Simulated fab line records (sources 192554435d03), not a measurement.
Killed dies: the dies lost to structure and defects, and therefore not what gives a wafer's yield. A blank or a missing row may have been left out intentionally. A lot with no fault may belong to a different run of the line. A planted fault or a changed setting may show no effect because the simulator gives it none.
Problem report in the 8D (eight disciplines) form, filled by code    flow n5 finfet    the parts of the form that need people (team, actions taken, sign-off) are left out

## 1. PROBLEM STATEMENT
killed at front end at N5_PASSIVATION_PROBE_49 reads a mean of 118 on 6 wafers of 2 lots; wafers without a fault read 38 with a standard deviation of 9.8. That is +8.2 standard deviations from the usual mean.
Earliest sighting: wafer L195.1 on prober-02 at day 14 18:49. The record holds 30 wafers of 10 lots with a number at this step. Rule for "out", or "out of limits": more than 4 standard deviations from the usual mean. Any other wafer with a number is counted as sound.

## 2. WHAT IT IS, AND WHAT IT ISN'T
question                     is                                                                                                        is not
which readings at this step  killed at front end, defect limited yield, killed dies, sort_bin_5_function, sort n pass, sort yield pct  killed at other, killed short
which lots                   L193, L195                                                                                                L190, L192, L197, L203, L204, L206, L208, L211
which wafers of those lots   all that have a number                                                                                    -
read on which tools          prober-02                                                                                                 prober-01
when                         from day 14 18:49                                                                                         up to then (6 sound wafers); but 18 sound wafers of L197, L203, L204, L206, L208, L211 came after

## 3. THE SUSPECTS, EACH WITH WHAT RULES IT OUT
Counting: a tool at a process step up to the reading stays a suspect if it ran every lot that is out and no sound lot after the first of them.
- wet bench-02 at N5_PMOS_HMC_CHANNEL_EPI_PRECLEAN_18 (cleans in DHF, time 30 s): ruled out as a lasting fault. The sound lots L211 went through it after L193, its earliest lot that is out (day 3 00:50).
- prober-02 at N5_PASSIVATION_PROBE_49: ruled out as a lasting fault. The sound lots L204, L206, L208 went through it after L195, its earliest lot that is out (day 14 18:49).
Left after counting: nothing in the record.

## 4. THE CAUSE (what the simulator had put in)
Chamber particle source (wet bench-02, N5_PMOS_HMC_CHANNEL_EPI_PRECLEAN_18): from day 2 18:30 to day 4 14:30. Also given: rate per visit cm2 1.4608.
Counting ruled it out, wrongly: the rule takes a fault to strike every lot that its tool runs from its start on, and this one did not.

## 5. THE EFFECT CHAIN, in route order
Each row: a reading whose mean over the struck wafers that have a number lies more than 3 standard deviations from the usual. Only readings for which the record gives a usual standard deviation are gone through. hours: the time from each lot's start at the first step in this table that gives one to its start at this step, as a median over the lots. sigmas: the change in usual standard deviations.
hours  step                     reading               usual   on struck wafers  change  sigmas
0      N5_PASSIVATION_PROBE_49  defect limited yield  91.5 %  83.2              -8.3    -5.5
0      N5_PASSIVATION_PROBE_49  killed at front end   38      118               +80     +8.2
0      N5_PASSIVATION_PROBE_49  killed dies           101     198               +97     +5.4
0      N5_PASSIVATION_PROBE_49  killed on rim         13      31                +18     +4.7
0      N5_PASSIVATION_PROBE_49  sort_bin_5_function   5.0 %   9.7               +4.7    +4.7
0      N5_PASSIVATION_PROBE_49  sort n pass           1079    982               -97     -5.4
0      N5_PASSIVATION_PROBE_49  sort yield pct        91.5 %  83.2              -8.3    -5.5
It contains these process steps:
- N5_PASSIVATION_PROBE_49

## 6. WHAT WOULD HAVE CAUGHT IT SOONER
First out-of-limits reading in this record: day 14 18:49, which is 288 hours after fault onset at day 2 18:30.
